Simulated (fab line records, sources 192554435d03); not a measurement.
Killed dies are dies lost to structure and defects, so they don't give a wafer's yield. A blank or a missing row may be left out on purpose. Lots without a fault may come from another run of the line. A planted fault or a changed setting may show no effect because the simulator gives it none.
Chamber matching | flow n5_finfet | N5_BEOL_M13_TRENCH_ETCH_34 on rie_diel-02: 4 sister chambers
The step etches SiOC in C4F8/O2/Ar, target depth 413.47 nm, time 162.6 s. 18 wafers are shown with their chamber, then 9 later ones without.

WAFERS WITH THEIR CHAMBER
wafer  | chamber | showerhead_plenum_p_Torr (Torr) | drypump_motor_current_A (A) | rf_vpp_V (V)
L080.1 | 3       | 3.49                            | 5.6                         | 668.1
L080.4 | 1       | 3.36                            | 6.1                         | 660.9
L080.6 | 2       | 3.33                            | 6.0                         | 662.5
L081.3 | 0       | 3.37                            | 6.0                         | 665.7
L081.4 | 3       | 3.49                            | 5.6                         | 669.6
L081.5 | 1       | 3.36                            | 6.1                         | 663.5
L082.2 | 2       | 3.33                            | 6.0                         | 663.9
L082.3 | 3       | 3.49                            | 5.6                         | 667.2
L082.6 | 3       | 3.49                            | 5.6                         | 668.7
L084.4 | 2       | 3.33                            | 6.0                         | 662.7
L084.5 | 1       | 3.35                            | 6.1                         | 664.1
L084.6 | 3       | 3.49                            | 5.6                         | 668.1
L087.1 | 2       | 3.33                            | 6.0                         | 662.9
L087.2 | 1       | 3.35                            | 6.1                         | 663.3
L087.3 | 3       | 3.49                            | 5.6                         | 667.5
L090.3 | 0       | 3.37                            | 6.0                         | 663.8
L090.4 | 2       | 3.32                            | 6.0                         | 662.9
L090.6 | 1       | 3.35                            | 6.0                         | 663.5

SIGNATURES (means of the wafers above)
reading                  | chamber 0 | chamber 1 | chamber 2 | chamber 3 | scatter within a chamber
showerhead_plenum_p_Torr | 3.3700    | 3.3540    | 3.3280    | 3.4900    | 0.00378
drypump_motor_current_A  | 6.000     | 6.080     | 6.000     | 5.600     | 0.0239
rf_vpp_V                 | 664.750   | 663.060   | 662.980   | 668.200   | 0.959
Rule: a wafer's distance from a chamber is the root of the sum, over the readings, of the square of ((its reading less the chamber's mean) divided by the reading's scatter). The wafer belongs to the nearest chamber; if the next one is less than 2 further off, it can't be placed. The scatter: the root of (the sum of the squares of (reading less its chamber's mean) over the shown wafers, divided by (wafers less chambers)).

WAFERS WITHOUT THEIR CHAMBER
wafer  | showerhead_plenum_p_Torr (Torr) | drypump_motor_current_A (A) | rf_vpp_V (V)
L092.1 | 3.48                            | 5.6                         | 668.1
L092.2 | 3.34                            | 6.1                         | 664.0
L092.3 | 3.36                            | 5.9                         | 664.6
L095.1 | 3.32                            | 6.0                         | 662.1
L095.4 | 3.32                            | 6.0                         | 662.6
L095.5 | 3.36                            | 6.0                         | 662.7
L094.1 | 3.32                            | 6.0                         | 662.3
L094.4 | 3.36                            | 5.9                         | 663.7
L094.6 | 3.32                            | 6.0                         | 663.5

WHICH CHAMBER EACH WENT THROUGH
wafer  | from the rows above     | in truth
L092.1 | 3                       | 3
L092.2 | can't be placed: 1 or 2 | 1
L092.3 | 0                       | 0
L095.1 | 2                       | 2
L095.4 | 2                       | 2
L095.5 | can't be placed: 0 or 1 | 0
L094.1 | 2                       | 2
L094.4 | 0                       | 0
L094.6 | 2                       | 2
Placed correctly: 7 of 9. Can't be placed from these rows: 2 (the true chamber is among the candidates in 2). Placed wrongly: 0.
